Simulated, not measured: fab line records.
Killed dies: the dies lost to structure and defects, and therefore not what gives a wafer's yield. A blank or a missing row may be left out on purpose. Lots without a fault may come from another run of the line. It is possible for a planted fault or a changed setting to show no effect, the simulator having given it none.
fab line records	flow n5Finfet
record lots=6	wafers=18	lastDay=17
route steps=1938 shown GATE_CUT@490 BEOL_M4@1111 PASSIVATION@1936
lots with no fault: from the same line, run without faults
startH: the number of hours between the record's first day and the start of the first shown wafer of the lot	waitH: hours since the lot's step before	" the same as in the row above	L1.1+2: several wafers, shown together as one row	- value missing, or start not given	* or withheld: withheld	< > ~ a bound
route shown NAME@n: NAME is a module with steps in the file, n the number in the route of the first one	usual: mean/standard deviation taken from wafers without a fault	same: alike in all rows	chamber/n: place in a boat	sites: readings site by site	_std_site: standard deviation of those values	_edge_site: outer sites' mean less inner sites'	radiusMm: for every site, how far away it sits from the centre of the wafer	mask NAME#n: copy n	behind: the last tool/chamber to shape the wafer	hold: why the lot went on hold/how many hours it stayed there/how the hold came to an end	device: transistor that didn't switch, given as n, p or np	end of line: tests of these same wafers at the route's end	a step given without rows: its recipe and nothing more	killed: the dies lost at the first sort to structure and to defects; this is not the yield of the wafer	map: a wafer's dies, marking killed ones x, the rest . and places with no die _
set.NAME: the run value of the setting; set.NAME@STEP: its run value at that earlier step	model.NAME: the simulator's own value behind a step, which no gauge read
certain route steps with their lots: each step a table, each wafer a row
services: the hour from which a tool's chamber was out of use, counted from the record's first day as startH (under 0 if before that day), plus the number of hours and why
## steps
# step N5_GATE_CUT_DESCUM_18
# recipe chemistry=O2	timeS=7	sourcePowerW=50	biasPowerW=20	pressureMtorr=20	rfFrequencyHz=2.712e+07	tempC=40	resist=CAR-EUV	o2FlowSccm=225
# step N5_GATE_CUT_ETCH_28
# recipe chemistry=N2/H2	target=underlayer	targetDepthA=130	maskMaterial=CAR-EUV	timeS=10.4	ionEnergyEv=200	pressureMtorr=30	sourceW=840	biasW=150	n2FlowSccm=200	h2FlowSccm=200	ends=cleared
# step N5_GATE_CUT_ETCH_36
# recipe chemistry=CF4	target=SiARC	targetDepthA=130	maskMaterial=CAR-EUV	timeS=21.7	ionEnergyEv=80	pressureMtorr=40	sourceW=545	biasW=36	Ar_flow_sccm=100	cf4FlowSccm=100	ends=cleared
# usual drypumpMotorCurrentA=5.8/0.6	etchRfOnTimeS=21.3/0.75	oesProductAu=0.70/0.088	rfVppV=183.8/0.94	showerheadPlenumPTorr=2.11/0.039	throttleValvePct=15.58/0.27
lot.wafer	tool	chamber	startH	waitH	drypumpMotorCurrentA	etchRfOnTimeS	oesProductAu	rfHoursCounterH	rfVppV	showerheadPlenumPTorr	throttleValvePct
L901.2	rieDiel-05	1	93.31	0.0	5.4	22.6	0.73	26	184.2	2.19	15.25
L901.3	"	0	"	"	6.4	21.3	0.69	73	183.7	2.08	15.63
L901.6	"	3	"	"	5.5	21.0	0.59	-	185.0	2.20	15.88
L906.1	rieDiel-03	1	132.23	0.0	4.7	21.1	0.80	15	183.7	2.12	15.69
L906.2	"	2	"	"	5.2	21.2	0.64	183	184.7	2.14	15.77
L906.6	"	1	"	"	4.7	21.5	0.80	-	184.4	2.12	15.69
L912.1	rieDiel-05	1	159.81	0.0	5.4	22.9	0.70	47	183.2	2.18	15.31
L912.4	"	1	"	"	5.4	23.0	0.70	-	183.9	2.18	15.30
L912.5	"	0	"	"	6.4	20.9	0.68	-	182.4	2.08	15.67
L920.2	rieDiel-01	3	204.85	0.0	6.3	22.3	0.64	133	184.6	2.07	15.57
L920.3	"	0	"	"	6.0	22.1	0.63	162	183.6	2.13	15.71
L920.6	"	2	"	"	5.6	21.0	0.74	-	182.9	2.08	15.39
L921.1	rieDiel-01	0	209.49	0.0	6.0	22.6	0.63	163	185.2	2.13	15.70
L921.3	"	3	"	"	6.3	22.4	0.64	135	183.2	2.07	15.58
L921.4	"	1	"	"	5.7	22.2	0.56	241	183.4	2.03	15.75
L923.1	rieDiel-03	2	226.40	0.0	5.2	21.3	0.62	215	184.4	2.13	15.83
L923.2	"	3	"	"	6.4	20.3	0.78	38	184.6	2.10	15.15
L923.6	"	2	"	"	5.2	21.3	0.61	-	183.4	2.13	15.83
# step N5_GATE_CUT_ETCH_37
# recipe chemistry=N2/H2	target=SOC	targetDepthA=600	overetchA=120	maskMaterial=SiARC	tempC=40	timeS=90	ionEnergyEv=200	pressureMtorr=30	sourceW=840	biasW=150	n2FlowSccm=200	h2FlowSccm=200
# usual drypumpMotorCurrentA=5.8/0.6	oesProductAu=0.72/0.083	rfVppV=522.8/1.6	showerheadPlenumPTorr=2.50/0.05	tempC=39.99/0.11	throttleValvePct=17.81/0.21
# same timeS=90
lot.wafer	tool	chamber	startH	waitH	drypumpMotorCurrentA	oesProductAu	rfHoursCounterH	rfVppV	showerheadPlenumPTorr	tempC	throttleValvePct
L901.2	rieDiel-05	1	93.34	0.0	5.5	0.78	26	525.3	2.58	39.96	17.37
L901.3	"	0	"	"	6.4	0.72	73	520.8	2.49	40.01	18.01
L901.6	"	3	"	"	5.5	0.60	-	525.5	2.64	39.86	18.19
L906.1	rieDiel-03	1	132.25	0.0	4.7	0.83	15	522.0	2.51	40.04	17.96
L906.2	"	2	"	"	5.2	0.66	183	522.8	2.52	39.85	18.03
L906.6	"	1	"	"	4.7	0.82	-	522.6	2.51	39.96	17.96
L912.1	rieDiel-05	1	159.84	0.0	5.5	0.76	47	525.4	2.57	39.94	17.41
L912.4	"	1	"	"	5.4	0.75	-	525.6	2.57	39.93	17.42
L912.5	"	0	"	"	6.4	0.70	-	523.4	2.48	40.00	18.05
L920.2	rieDiel-01	3	204.88	0.0	6.3	0.68	133	521.3	2.45	39.98	17.79
L920.3	"	0	"	"	6.0	0.66	162	524.5	2.52	39.95	17.85
L920.6	"	2	"	"	5.6	0.77	-	522.2	2.47	40.22	17.55
L921.1	rieDiel-01	0	209.51	0.0	6.0	0.67	163	524.3	2.52	40.13	17.85
L921.3	"	3	"	"	6.3	0.68	135	520.7	2.45	39.92	17.78
L921.4	"	1	"	"	5.7	0.60	241	521.2	2.39	40.12	17.90
L923.1	rieDiel-03	2	226.43	0.0	5.2	0.64	215	522.4	2.51	40.01	18.11
L923.2	"	3	"	"	6.4	0.77	38	522.3	2.50	39.98	17.62
L923.6	"	2	"	"	5.2	0.64	-	522.9	2.51	40.10	18.08
# step N5_GATE_CUT_STRIP_38
# recipe chemistry=N2/H2	tempC=40	n2FlowSccm=200	h2FlowSccm=200	rfFrequencyHz=6e+07
# step N5_GATE_CUT_STRIP_39
# recipe chemistry=N2/H2	tempC=40	n2FlowSccm=200	h2FlowSccm=200	rfFrequencyHz=6e+07
# step N5_GATE_CUT_HM_OPEN_40
# recipe chemistry=C4F6/O2	target=SiO2	maskMaterial=SiARC	targetDepthA=1390	timeS=85.1	ionEnergyEv=250	pressureMtorr=30	sourceW=345	biasW=185	Ar_flow_sccm=300	C4F6_flow_sccm=10	O2_flow_sccm=10	ends=cleared
# usual drypumpMotorCurrentA=5.8/0.6	etchRfOnTimeS=93.1/2.9	oesProductAu=0.73/0.09	rfVppV=660/18	showerheadPlenumPTorr=2.81/0.055	throttleValvePct=20.91/0.28
lot.wafer	tool	chamber	startH	waitH	drypumpMotorCurrentA	etchRfOnTimeS	oesProductAu	rfHoursCounterH	rfVppV	showerheadPlenumPTorr	throttleValvePct
L901.2	rieDiel-05	1	93.42	0.0	5.4	94.9	0.78	26	662	2.91	20.66
L901.3	"	0	"	"	6.4	91.1	0.73	73	631	2.77	20.96
L901.6	"	3	"	"	5.5	93.8	0.62	-	666	2.92	21.10
L906.1	rieDiel-03	1	132.34	0.0	4.7	92.9	0.84	15	658	2.80	20.99
L906.2	"	2	"	"	5.2	92.7	0.66	183	682	2.84	21.11
L906.6	"	1	"	"	4.7	93.7	0.85	-	657	2.80	20.97
L912.1	rieDiel-05	1	159.92	0.0	5.5	99.0	0.74	47	662	2.90	20.68
L912.4	"	1	"	"	5.4	101.3	0.73	-	663	2.90	20.67
L912.5	"	0	"	"	6.4	93.8	0.71	-	630	2.76	20.99
L920.2	rieDiel-01	3	204.96	0.0	6.3	96.4	0.66	133	620	2.75	20.89
L920.3	"	0	"	"	6.1	95.8	0.65	162	686	2.84	21.01
L920.6	"	2	"	"	5.6	92.8	0.78	-	660	2.78	20.82
L921.1	rieDiel-01	0	209.60	0.0	6.0	93.3	0.66	163	686	2.84	21.03
L921.3	"	3	"	"	6.3	98.6	0.66	135	620	2.75	20.90
L921.4	"	1	"	"	5.7	94.3	0.60	241	656	2.69	21.00
L923.1	rieDiel-03	2	226.51	0.0	5.2	91.7	0.65	215	683	2.83	21.17
L923.2	"	3	"	"	6.4	87.8	0.80	38	657	2.76	20.39
L923.6	"	2	"	"	5.2	89.8	0.65	-	681	2.83	21.16
# step N5_GATE_CUT_STRIP_41
# recipe chemistry=CF4	resist=SiARC	powerW=300	biasPowerW=75	pressureMtorr=50	cf4FlowSccm=150	rfFrequencyHz=6e+07
# step N5_GATE_CUT_STRIP_42
# recipe chemistry=O2	powerW=400	tempC=40	pressureMtorr=30	rfFrequencyHz=6e+07	biasPowerW=0	overashFraction=0.3	o2FlowSccm=225
# step N5_GATE_CUT_ETCH_19
# recipe chemistry=CH3F/O2	target=SiNx	maskMaterial=SiO2	targetDepthA=537	timeS=76.7	pressureMtorr=30	sourceW=395	biasW=73	Ar_flow_sccm=150	CH3F_flow_sccm=30	O2_flow_sccm=20	ionEnergyEv=120	ends=cleared
# step N5_GATE_CUT_CUT_ETCH_53
# recipe chemistry=SF6/Cl2	target=W	maskMaterial=SiO2	targetDepthA=792	pressureMtorr=8	icpW=900	biasW=80	SF6_flow_sccm=40	Cl2_flow_sccm=60	ends=cleared
# usual drypumpMotorCurrentA=5.8/0.38	etchRfOnTimeS=26.4/0.48	mfcCl2Sccm=60.04/0.18	oesProductAu=0.66/0.066	throttleValvePct=29.1/0.36
lot.wafer	tool	chamber	startH	waitH	drypumpMotorCurrentA	etchRfOnTimeS	mfcCl2Sccm	oesProductAu	rfHoursCounterH	throttleValvePct
L901.2	rieMetal-01	0	93.65	0.1	5.3	27.0	60.16	0.56	109	29.2
L901.3	"	1	"	"	6.4	26.6	60.35	0.70	-	29.6
L901.6	"	1	"	"	6.3	27.0	60.09	0.69	-	29.6
L906.1	rieMetal-02	1	132.57	0.1	5.9	25.7	60.16	0.66	68	29.0
L906.2	"	0	"	"	5.4	26.7	60.02	0.71	36	28.6
L906.6	"	0	"	"	5.4	26.6	59.81	0.70	-	28.6
L912.1	rieMetal-01	0	160.15	0.1	5.3	26.7	60.24	0.56	113	29.2
L912.4	"	1	"	"	6.3	26.6	59.83	0.69	-	29.6
L912.5	"	1	"	"	6.4	26.5	59.77	0.69	-	29.6
L920.2	rieMetal-01	1	205.19	0.1	6.3	26.5	59.82	0.68	59	29.6
L920.3	"	0	"	"	5.3	26.8	60.00	0.55	-	29.2
L920.6	"	1	"	"	6.3	26.6	59.85	0.68	-	29.6
L921.1	rieMetal-01	1	209.83	0.1	6.3	26.8	60.02	0.67	59	29.6
L921.3	"	1	"	"	6.3	26.8	59.87	0.67	-	29.6
L921.4	"	0	"	"	5.3	26.8	59.91	0.55	-	29.2
L923.1	rieMetal-02	1	226.74	0.1	6.0	25.7	60.11	0.64	78	29.1
L923.2	"	0	"	"	5.4	26.7	59.90	0.68	46	28.6
L923.6	"	0	"	"	5.4	26.7	59.90	0.68	-	28.6
# step N5_GATE_CUT_CUT_ETCH_54
# recipe chemistry=Cl2/BCl3	target=TiN	maskMaterial=SiO2	targetDepthA=967	pressureMtorr=10	icpW=1000	biasW=126	Cl2_flow_sccm=53.25	bcl3FlowSccm=21.75	Ar_flow_sccm=25	ends=cleared
# usual drypumpMotorCurrentA=5.8/0.38	etchRfOnTimeS=36.8/0.67	mfcCl2Sccm=53.20/0.17	oesProductAu=0.66/0.065	throttleValvePct=22.4/0.3
lot.wafer	tool	chamber	startH	waitH	drypumpMotorCurrentA	etchRfOnTimeS	mfcCl2Sccm	oesProductAu	rfHoursCounterH	throttleValvePct
L901.2	rieMetal-01	0	93.71	0.0	5.3	37.5	53.18	0.56	109	22.7
L901.3	"	1	"	"	6.4	36.8	53.17	0.70	-	22.6
L901.6	"	1	"	"	6.4	36.6	53.26	0.71	-	22.6
L906.1	rieMetal-02	1	132.63	0.0	5.9	36.2	53.00	0.66	68	22.4
L906.2	"	0	"	"	5.4	37.4	53.20	0.71	36	21.9
L906.6	"	0	"	"	5.4	37.6	52.83	0.70	-	21.9
L912.1	rieMetal-01	0	160.21	0.0	5.3	37.1	53.33	0.56	113	22.7
L912.4	"	1	"	"	6.3	36.9	53.07	0.69	-	22.6
L912.5	"	1	"	"	6.4	37.0	53.09	0.69	-	22.6
L920.2	rieMetal-01	1	205.25	0.0	6.3	37.3	53.29	0.67	59	22.6
L920.3	"	0	"	"	5.4	37.6	53.18	0.55	-	22.7
L920.6	"	1	"	"	6.3	37.5	53.15	0.67	-	22.7
L921.1	rieMetal-01	1	209.89	0.0	6.4	37.0	53.00	0.68	59	22.6
L921.3	"	1	"	"	6.4	37.2	53.32	0.68	-	22.7
L921.4	"	0	"	"	5.4	37.2	53.33	0.56	-	22.7
L923.1	rieMetal-02	1	226.80	0.0	6.0	35.6	53.38	0.64	78	22.4
L923.2	"	0	"	"	5.4	37.2	53.17	0.68	46	21.9
L923.6	"	0	"	"	5.4	37.3	53.37	0.68	-	21.9
# step N5_GATE_CUT_CUT_ETCH_55
# recipe chemistry=BCl3	target=HfO2	maskMaterial=SiO2	targetDepthA=32	ionEnergyEv=30	pressureMtorr=5	icpW=450	biasW=18	bcl3FlowSccm=80
# usual drypumpMotorCurrentA=5.8/0.39	oesProductAu=0.73/0.073	throttleValvePct=33.3/0.55
lot.wafer	tool	chamber	startH	waitH	drypumpMotorCurrentA	oesProductAu	rfHoursCounterH	throttleValvePct	model.etch.depthNm
L901.2	rieMetal-01	0	93.77	0.0	5.3	0.64	109	33.9	3.259
L901.3	"	1	"	"	6.3	0.77	-	34.0	3.17
L901.6	"	1	"	"	6.3	0.77	-	33.9	3.146
L906.1	rieMetal-02	1	132.69	0.0	6.0	0.73	68	33.3	3.222
L906.2	"	0	"	"	5.4	0.79	36	32.5	3.21
L906.6	"	0	"	"	5.4	0.78	-	32.6	3.233
L912.1	rieMetal-01	0	160.27	0.0	5.3	0.62	113	33.9	3.247
L912.4	"	1	"	"	6.4	0.75	-	34.0	3.156
L912.5	"	1	"	"	6.4	0.75	-	34.0	3.154
L920.2	rieMetal-01	1	205.31	0.0	6.4	0.64	59	34.0	2.463
L920.3	"	0	"	"	5.3	0.62	-	33.9	3.244
L920.6	"	1	"	"	6.4	0.75	-	34.0	3.157
L921.1	rieMetal-01	1	209.95	0.0	6.3	0.64	59	34.0	2.435
L921.3	"	1	"	"	6.3	0.74	-	34.0	3.134
L921.4	"	0	"	"	5.4	0.62	-	33.9	3.268
L923.1	rieMetal-02	1	226.86	0.0	6.0	0.72	78	33.3	3.242
L923.2	"	0	"	"	5.4	0.76	46	32.6	3.247
L923.6	"	0	"	"	5.4	0.77	-	32.6	3.241
# step N5_GATE_CUT_ETCH_47
# recipe chemistry=Cl2/BCl3	target=SiO2	targetDepthA=100	pressureMtorr=10	icpW=1000	biasW=126	Cl2_flow_sccm=53.25	bcl3FlowSccm=21.75	Ar_flow_sccm=25
# step N5_BEOL_M4_RC_MEAS_101
# usual DIBL_N=37.3/2.3	DIBL_P=37.4/2.9	IOFF_N=0.18/0.045	IOFF_P=0.25/0.054	ION_N=679/15	ION_P=468/9.7	SS_N=71.8/0.62	SS_P=73.6/0.76	VT_N=248/4.1	VT_P=-248/3.6
lot.wafer	tool	chamber	startH	waitH	DIBL_N[mV/V]	DIBL_P[mV/V]	IOFF_N[nA/um]	IOFF_P[nA/um]	ION_N[uA/um]	ION_P[uA/um]	SS_N[mV/dec]	SS_P[mV/dec]	VT_N[mV]	VT_P[mV]
L901.2	prober-01	0	182.72	0.2	35.3	35.3	0.13	0.23	666	466	71.9	73.4	255	-243
L901.3	"	0	"	"	39.5	39.8	0.22	0.34	697	486	72.1	74.6	245	-240
L901.6	"	0	"	"	38.5	39.0	0.19	0.30	684	468	72.4	74.3	248	-243
L906.1	prober-02	0	214.00	0.0	33.6	31.4	0.11	0.18	670	463	71.0	73.0	254	-251
L906.2	"	0	"	"	37.1	36.3	0.17	0.24	686	477	72.0	74.8	249	-249
L906.6	"	0	"	"	34.3	32.7	0.12	0.19	652	451	70.4	73.4	254	-253
L912.1	prober-02	0	242.43	0.0	41.0	42.5	0.25	0.39	697	482	72.4	74.5	244	-241
L912.4	"	0	"	"	37.1	37.5	0.15	0.25	669	467	72.1	73.0	250	-245
L912.5	"	0	"	"	39.6	40.8	0.23	0.32	686	480	72.4	73.8	245	-240
L920.2	prober-01	0	292.18	0.2	41.3	43.0	0.27	0.40	708	496	73.1	74.5	242	-240
L920.3	"	0	"	"	40.9	42.5	0.25	0.37	685	481	72.1	74.9	242	-241
L920.6	"	0	"	"	39.7	41.2	0.23	0.33	675	475	71.7	74.3	245	-243
L921.1	prober-02	0	295.73	0.0	36.8	36.7	0.16	0.20	677	458	71.4	73.5	249	-253
L921.3	"	0	"	"	34.5	34.0	0.11	0.16	647	445	71.7	73.0	257	-256
L921.4	"	0	"	"	37.9	37.0	0.18	0.20	688	465	72.3	72.4	247	-251
L923.1	prober-02	0	301.45	0.0	37.2	36.9	0.20	0.31	704	488	71.1	73.8	247	-243
L923.2	"	0	"	"	34.1	32.9	0.12	0.21	657	469	71.4	73.2	256	-249
L923.6	"	0	"	"	37.6	36.2	0.18	0.26	673	471	72.6	73.4	249	-246
# step N5_PASSIVATION_PROBE_49
# usual defectLimitedYield=91.3/1.5	killed_at_M0_to_M3=35/8.7	killed_at_M4_up=14/5.5	killedAtContacts=11/5.6	killedAtFrontEnd=39/13	killedAtOther=3.7/2.2	killedDies=103/18	killedOpen=69/14	killedShort=33/7.8	sort_bin_4_leakage=0.02/0.15	sort_bin_5_function=5.1/0.99	sort_bin_6_memory=3.3/0.67	sort_bin_8_speed=0.02/0.17	sortNPass=1077/18	sortYieldPct=91.2/1.5
# same grossDies=1180	killedAtBackSide=0
lot.wafer	tool	chamber	startH	waitH	defectLimitedYield[%]	killed_at_M0_to_M3	killed_at_M4_up	killedAtContacts	killedAtFrontEnd	killedAtOther	killedDies	killedOpen	killedShort	sort_bin_4_leakage[%]	sort_bin_5_function[%]	sort_bin_6_memory[%]	sort_bin_8_speed[%]	sortNPass	sortYieldPct[%]
L901.2	prober-02	-	286.78	0.1	88.9	33	8	10	79	1	131	90	40	0	6.2	4.7	0	1049	88.9
L901.3	prober-02	-	286.83	0.1	91.5	22	13	16	47	2	100	77	21	0	5.3	2.9	0	1080	91.5
L901.6	prober-02	-	286.98	0.3	90.8	19	14	14	56	5	108	68	39	0	4.7	4.0	0	1072	90.8
L906.1	prober-02	-	313.85	0.0	89.3	55	8	5	51	7	126	85	41	0	6.4	3.6	0	1054	89.3
L906.2	prober-02	-	313.90	0.1	93.6	32	15	4	14	10	75	43	31	0	3.7	2.5	0	1105	93.6
L906.6	prober-02	-	314.10	0.3	91.5	36	8	10	43	3	100	60	40	0	5.4	2.7	0	1080	91.5
L912.1	prober-02	-	356.06	0.0	89.2	39	12	14	59	3	127	95	32	0.25	6.9	3.4	0	1050	89.0
L912.4	prober-02	-	356.21	0.2	88.4	34	19	22	59	3	137	95	42	0	7.4	4.0	0	1043	88.4
L912.5	prober-02	-	356.26	0.2	88.6	29	15	20	65	6	135	88	47	0	6.9	4.3	0	1045	88.6
L923.1	prober-01	-	404.94	0.0	89.7	42	17	18	43	1	121	71	48	0	6.6	3.4	0	1059	89.7
L923.2	prober-01	-	404.99	0.1	89.5	44	13	22	45	0	124	83	41	0	6.8	3.5	0	1056	89.5
L923.6	prober-01	-	405.19	0.3	89.0	46	24	10	49	1	130	79	50	0	6.4	4.0	0	1050	89.0
L920.2	prober-02	-	412.47	0.1	89.7	34	12	12	61	3	122	77	42	0.08	5.8	3.6	0	1057	89.6
L920.3	prober-02	-	412.52	0.1	90.3	40	8	17	47	2	114	70	44	0	6.3	3.1	0	1066	90.3
L920.6	prober-02	-	412.67	0.3	91.0	32	13	10	47	4	106	59	38	0	4.9	2.7	0	1074	91.0
L921.1	prober-01	-	413.40	0.0	90.3	27	14	16	57	1	115	80	34	0	5.3	4.2	0	1065	90.3
L921.3	prober-01	-	413.50	0.1	91.9	29	20	5	42	0	96	69	24	0	4.5	3.2	0.17	1082	91.7
L921.4	prober-01	-	413.55	0.2	91.9	32	11	11	42	0	96	71	22	0	4.5	3.5	0	1084	91.9
# killed by level:class
L901.2 FIN_SAQP:geometricParticle:open=21 FIN_SAQP:geometricParticle:short=18 STI_FIN_REVEAL:geometricParticle:open=16 BEOL_M0_SAQP:geometricParticle:short=11 BEOL_M2:geometricParticle:open=9 DUMMY_GATE:geometricParticle:open=9 MOL_CONTACT_COAG:geometricParticle:open=8 BEOL_M0_SAQP:geometricParticle:open=8
L901.3 STI_FIN_REVEAL:geometricParticle:open=16 MOL_CONTACT_COAG:geometricParticle:open=13 FIN_SAQP:geometricParticle:open=11 FIN_SAQP:geometricParticle:short=9 BEOL_M2:geometricParticle:open=7 BEOL_M0_SAQP:geometricParticle:open=7 BEOL_M0_SAQP:geometricParticle:short=4 BEOL_M4:geometricParticle:open=4
L901.6 FIN_SAQP:geometricParticle:open=12 MOL_CONTACT_COAG:geometricParticle:open=11 STI_FIN_REVEAL:geometricParticle:open=9 FIN_SAQP:geometricParticle:short=8 GATE_CUT:geometricParticle:short=8 STI_FIN_REVEAL:geometricParticle:short=6 BEOL_M1:geometricParticle:open=6 BEOL_M2:geometricParticle:open=5
L906.1 FIN_SAQP:geometricParticle:short=14 BEOL_M0_SAQP:geometricParticle:open=14 BEOL_M1:geometricParticle:open=13 FIN_SAQP:geometricParticle:open=9 BEOL_M0_SAQP:geometricParticle:short=9 BEOL_M2:geometricParticle:open=8 DUMMY_GATE:geometricParticle:open=7 STI_FIN_REVEAL:geometricParticle:open=6
L906.2 BEOL_M2:geometricParticle:open=9 BEOL_M3:geometricParticle:short=6 BEOL_M4:geometricParticle:open=5 BEOL_M0_SAQP:geometricParticle:short=4 BEOL_M1:geometricParticle:open=4 BEOL_M1:geometricParticle:short=4 MIM_BOT:geometricParticle:short=4 FIN_SAQP:geometricParticle:short=3
L906.6 GATE_CUT:geometricParticle:short=10 FIN_SAQP:geometricParticle:open=9 MOL_CONTACT_COAG:geometricParticle:open=9 BEOL_M0_SAQP:geometricParticle:short=8 STI_FIN_REVEAL:geometricParticle:open=8 BEOL_M0_SAQP:geometricParticle:open=8 BEOL_M1:geometricParticle:open=8 FIN_SAQP:geometricParticle:short=7
L912.1 STI_FIN_REVEAL:geometricParticle:open=27 MOL_CONTACT_COAG:geometricParticle:open=13 BEOL_M3:geometricParticle:open=12 BEOL_M0_SAQP:geometricParticle:short=12 BEOL_M4:geometricParticle:open=9 FIN_SAQP:geometricParticle:open=6 BEOL_M1:geometricParticle:open=6 FIN_SAQP:geometricParticle:short=5
L912.4 STI_FIN_REVEAL:geometricParticle:open=23 FIN_SAQP:geometricParticle:open=18 MOL_CONTACT_COAG:geometricParticle:open=14 BEOL_M4:geometricParticle:open=13 BEOL_M0_SAQP:geometricParticle:short=12 MOL_CONTACT_COAG:geometricParticle:short=8 BEOL_M3:geometricParticle:open=7 BEOL_M0_SAQP:geometricParticle:open=7
L912.5 FIN_SAQP:geometricParticle:open=19 STI_FIN_REVEAL:geometricParticle:open=14 MOL_CONTACT_COAG:geometricParticle:open=14 FIN_SAQP:geometricParticle:short=13 BEOL_M1:geometricParticle:open=8 BEOL_M4:geometricParticle:open=8 MOL_CONTACT_COAG:geometricParticle:short=6 BEOL_M0:geometricParticle:open=5
L923.1 MOL_CONTACT_COAG:geometricParticle:open=14 STI_FIN_REVEAL:geometricParticle:open=11 BEOL_M3:geometricParticle:short=10 FIN_SAQP:geometricParticle:open=9 BEOL_M0_SAQP:geometricParticle:short=7 GATE_CUT:geometricParticle:short=6 BEOL_M0_SAQP:geometricParticle:open=6 BEOL_M3:geometricParticle:open=6
L923.2 BEOL_M0_SAQP:geometricParticle:open=19 MOL_CONTACT_COAG:geometricParticle:open=18 FIN_SAQP:geometricParticle:short=11 FIN_SAQP:geometricParticle:open=10 BEOL_M0_SAQP:geometricParticle:short=10 BEOL_M4:geometricParticle:open=10 STI_FIN_REVEAL:geometricParticle:open=7 MOL_CONTACT_COAG:geometricParticle:short=4
L923.6 BEOL_M0_SAQP:geometricParticle:short=14 FIN_SAQP:geometricParticle:short=12 FIN_SAQP:geometricParticle:open=12 STI_FIN_REVEAL:geometricParticle:open=12 BEOL_M0_SAQP:geometricParticle:open=11 BEOL_M4:geometricParticle:open=10 BEOL_M3:geometricParticle:open=8 MOL_CONTACT_COAG:geometricParticle:open=6
L920.2 FIN_SAQP:geometricParticle:short=15 STI_FIN_REVEAL:geometricParticle:open=14 MOL_CONTACT_COAG:geometricParticle:open=11 FIN_SAQP:geometricParticle:open=10 BEOL_M1:geometricParticle:open=10 BEOL_M3:geometricParticle:open=6 DUMMY_GATE:geometricParticle:open=5 BEOL_M0_SAQP:geometricParticle:short=5
L920.3 MOL_CONTACT_COAG:geometricParticle:open=14 FIN_SAQP:geometricParticle:short=10 BEOL_M1:geometricParticle:open=9 STI_FIN_REVEAL:geometricParticle:open=8 BEOL_M0_SAQP:geometricParticle:short=8 BEOL_M3:geometricParticle:open=8 FIN_SAQP:geometricParticle:open=7 DUMMY_GATE:geometricParticle:open=7
L920.6 STI_FIN_REVEAL:geometricParticle:open=11 HKMG_FIN:areaEtch=9 MOL_CONTACT_COAG:geometricParticle:open=8 BEOL_M2:geometricParticle:open=6 BEOL_M0_SAQP:geometricParticle:short=5 BEOL_M3:geometricParticle:open=5 FIN_SAQP:geometricParticle:open=4 GATE_CUT:geometricParticle:short=4
L921.1 FIN_SAQP:geometricParticle:open=26 MOL_CONTACT_COAG:geometricParticle:open=13 FIN_SAQP:geometricParticle:short=9 STI_FIN_REVEAL:geometricParticle:open=7 BEOL_M0_SAQP:geometricParticle:short=7 BEOL_M3:geometricParticle:open=6 BEOL_M4:geometricParticle:open=5 ILD0:geometricParticle:open=4
L921.3 FIN_SAQP:geometricParticle:open=19 BEOL_M3:geometricParticle:open=9 FIN_SAQP:geometricParticle:short=7 BEOL_M0_SAQP:geometricParticle:open=7 BEOL_M4:geometricParticle:open=7 MOL_CONTACT_COAG:geometricParticle:open=5 BEOL_M0_SAQP:geometricParticle:short=5 BEOL_M5:geometricParticle:open=5
L921.4 FIN_SAQP:geometricParticle:open=18 BEOL_M3:geometricParticle:open=14 MOL_CONTACT_COAG:geometricParticle:open=9 STI_FIN_REVEAL:geometricParticle:open=6 FIN_SAQP:geometricParticle:short=5 BEOL_M1:geometricParticle:open=5 BEOL_M3:geometricParticle:short=5 BEOL_M5:geometricParticle:open=4
## services
tool	chamber	startH	hours	kind
rieDiel-03	3	80.31	-	clean
rieDiel-03	3	80.31	-	consumableReplace:focusRing
rieDiel-03	3	80.31	15.6	scheduledDown
rieDiel-03	3	80.31	15.6	ventCycle
rieDiel-05	2	84.23	6.4	repair
rieDiel-05	3	98.65	-	clean
rieDiel-05	3	98.65	-	consumableReplace:focusRing
rieDiel-05	3	98.65	14.6	scheduledDown
rieDiel-05	3	98.65	14.6	ventCycle
rieDiel-03	3	101.94	3.8	repair
rieDiel-01	2	125.19	5.3	repair
rieDiel-03	3	130.46	6.6	repair
rieMetal-01	0	136.66	11.7	repair
rieDiel-05	3	157.68	15.8	repair
rieDiel-03	0	214.92	-	clean
rieDiel-03	0	214.92	-	consumableReplace:focusRing
rieDiel-03	0	214.92	18.6	scheduledDown
rieDiel-03	0	214.92	18.6	ventCycle
rieDiel-05	3	215.50	3.4	repair
rieDiel-05	1	223.62	5.1	repair
## key
firstSign none at tools or gauges
modelEffect step=N5_GATE_CUT_CUT_ETCH_55	value=etch.depthNm	without=3.135	struck=2.449
metAt N5_GATE_CUT_CUT_ETCH_55
struckWafers L920.2,L921.1
onsetBetween 160.27 205.31
fault kind=processParameterDrift	tool=rieMetal-01	chamber=-	onsetH=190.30	steps=N5_GATE_CUT_CUT_ETCH_55	channel=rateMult	offset=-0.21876	shape=step	endH=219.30	scope=struckWafersOnly
